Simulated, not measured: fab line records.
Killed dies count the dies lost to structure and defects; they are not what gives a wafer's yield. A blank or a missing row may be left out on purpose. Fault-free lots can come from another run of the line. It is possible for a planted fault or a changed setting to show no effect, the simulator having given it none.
Chamber matching ; flow n5Finfet ; aldSin-04 running N5_STI_FIN_REVEAL_ALD_00: 4 sister chambers
The step deposits SiO2, target thk 1 nm, pulse time 1 s. 14 wafers are shown with their chamber, then 7 later ones without.

== WAFERS, EACH WITH ITS CHAMBER ==
wafer;chamber;heaterPowerW (W);precursorPulseHeightRel
L076.3;0;518;0.992
L076.5;0;529;1.014
L076.6;1;433;0.975
L081.3;3;476;1.005
L081.5;3;476;0.992
L081.6;0;532;0.994
L084.3;3;480;0.976
L084.4;0;529;1.009
L084.5;2;489;1.006
L085.2;2;488;1.001
L085.3;0;528;0.982
L085.5;1;432;1.002
L087.1;1;435;0.972
L087.3;2;505;0.993

SIGNATURES, as means of the wafers listed above
reading;chamber 0;chamber 1;chamber 2;chamber 3;scatter within a chamber
heaterPowerW;527.20;433.33;494.00;477.33;5.59
precursorPulseHeightRel;0.99820;0.98300;1.00000;0.99100;0.0132
Rule: a wafer's distance from a chamber is the root of the sum, over the readings, of the square of ((its reading less the chamber's mean) divided by the reading's scatter). If the next closest chamber is less than 2 further off than the closest, the wafer can't be placed; otherwise it belongs to the closest. The scatter: take each reading less its chamber's mean, square it, sum over the shown wafers, divide by the number of wafers less the number of chambers, and take the root.

== WAFERS MISSING THEIR CHAMBER ==
wafer;heaterPowerW (W);precursorPulseHeightRel
L087.6;489;1.030
L096.1;500;1.006
L096.2;531;0.990
L096.3;467;0.977
L096.4;437;1.023
L096.5;487;0.977
L096.6;509;1.008

== THE CHAMBER EACH PASSED THROUGH ==
wafer;from the rows above;in truth
L087.6;can't be placed: 2 or 3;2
L096.1;2;2
L096.2;0;0
L096.3;3;3
L096.4;1;1
L096.5;can't be placed: 3 or 2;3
L096.6;can't be placed: 2 or 0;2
Correctly placed: 4 of 7. Not placeable from these rows: 3 (in 3, the candidates include the true chamber). Placed wrongly: 0.
